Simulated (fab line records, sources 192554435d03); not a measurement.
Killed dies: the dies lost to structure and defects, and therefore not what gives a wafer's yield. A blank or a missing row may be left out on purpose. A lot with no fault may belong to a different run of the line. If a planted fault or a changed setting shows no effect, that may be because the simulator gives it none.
Which of the tools did it? :: flow n5 finfet :: 12 lots (36 wafers sampled), 1 step of a 1938-step route

WHAT EACH GAUGE READ, for each wafer
N5_BEOL_M7_THK_MEAS_01.
lot: L075
measured: day 9 14:41
on: film metro-02
M7_ILD_THK (nm): 152.2 153.4 157.7

lot: L076
measured: day 9 19:21
on: film metro-01
M7_ILD_THK (nm): 152.2 158.7 154.2

lot: L079
measured: day 10 07:38
on: film metro-01
M7_ILD_THK (nm): 154.6 156.8 158.1

lot: L081
measured: day 10 20:29
on: film metro-01
M7_ILD_THK (nm): 153.3 156.3 157.9

lot: L084
measured: day 11 06:47
on: film metro-02
M7_ILD_THK (nm): 156.6 153.5 157.4

lot: L085
measured: day 11 22:53
on: film metro-01
M7_ILD_THK (nm): 151.5 158.2 155.0

lot: L086
measured: day 12 19:04
on: film metro-02
M7_ILD_THK (nm): 152.9 151.8 156.9

lot: L089
measured: day 13 00:53
on: film metro-02
M7_ILD_THK (nm): 154.5 155.8 157.8

lot: L092
measured: day 13 06:10
on: film metro-01
M7_ILD_THK (nm): 154.3 155.5 158.7

lot: L093
measured: day 13 23:46
on: film metro-01
M7_ILD_THK (nm): 153.4 155.4 156.3

lot: L094
measured: day 14 17:16
on: film metro-01
M7_ILD_THK (nm): 156.5 154.8 156.7

lot: L097
measured: day 14 19:50
on: film metro-02
M7_ILD_THK (nm): 152.6 154.4 154.0

TOOL THAT RAN EACH LOT (tool first, then ch and the chambers of the sampled wafers, then the start)
There is no process step in the record ahead of these readings.

THE ANSWER, worked out from the rows above alone
Rule: usual is defined by the lots themselves. The widest of any qualifying gaps counts: lots, ordered by their means at a reading, are off when they make up no more than a third of the lots, leave a main group of 4 or more, and stand apart from it by 3 or more times the standard deviation of that group's means. A main group whose means are all the same, to the digits that the tables above print for the reading, isn't used. Also off: a lot with no number at a reading for which 4 or more lots have one. Where the step has rows for the other lots, those lots are counted as sound.
Across all readings shown, no lot is off: no conclusion can be drawn from this.

WHAT THE SIMULATOR HAD PUT IN
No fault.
